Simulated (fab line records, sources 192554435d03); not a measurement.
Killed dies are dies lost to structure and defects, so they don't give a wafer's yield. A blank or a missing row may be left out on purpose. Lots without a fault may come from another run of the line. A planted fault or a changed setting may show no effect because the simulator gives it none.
Chamber matching | flow n5_finfet | N5_BEOL_M4_VIA_ETCH_34 on rie_diel-06: 4 sister chambers
The step etches the open film in C4F6/O2, target depth 69.4 nm, time 65.9 s. 4 wafers are shown with their chamber, then 10 later ones without.

WAFERS WITH THEIR CHAMBER
wafer  | chamber | drypump_motor_current_A (A)
L084.1 | 2       | 5.5
L085.2 | 1       | 6.3
L086.4 | 3       | 5.6
L090.5 | 0       | 5.7

WAFERS WITHOUT THEIR CHAMBER
wafer  | drypump_motor_current_A (A)
L090.6 | 5.6
L093.1 | 5.6
L093.3 | 5.6
L093.4 | 6.2
L095.1 | 5.7
L095.2 | 5.6
L095.3 | 6.3
L094.2 | 5.6
L094.3 | 5.7
L094.6 | 5.6

WHICH CHAMBER EACH WENT THROUGH
wafer  | from the rows above | in truth
L090.6 | 3                   | 3
L093.1 | 3                   | 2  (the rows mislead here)
L093.3 | 3                   | 3
L093.4 | 1                   | 1
L095.1 | 0                   | 0
L095.2 | 3                   | 3
L095.3 | 1                   | 1
L094.2 | 3                   | 3
L094.3 | 0                   | 0
L094.6 | 3                   | 3
Placed correctly: 9 of 10. Can't be placed from these rows: 0. Placed wrongly: 1.
How it was worked out, from the rows above alone: a wafer's distance from a chamber is the root of the sum, over the readings, of the square of ((its reading less the chamber's mean) divided by the reading's scatter). The wafer belongs to the nearest chamber; if the next one is less than 2 further off, it can't be placed. A chamber's mean is the mean of its shown wafers. The scatter: with one shown wafer a chamber, the root of the mean of the squares of how far each hidden wafer lies from its nearest shown one.
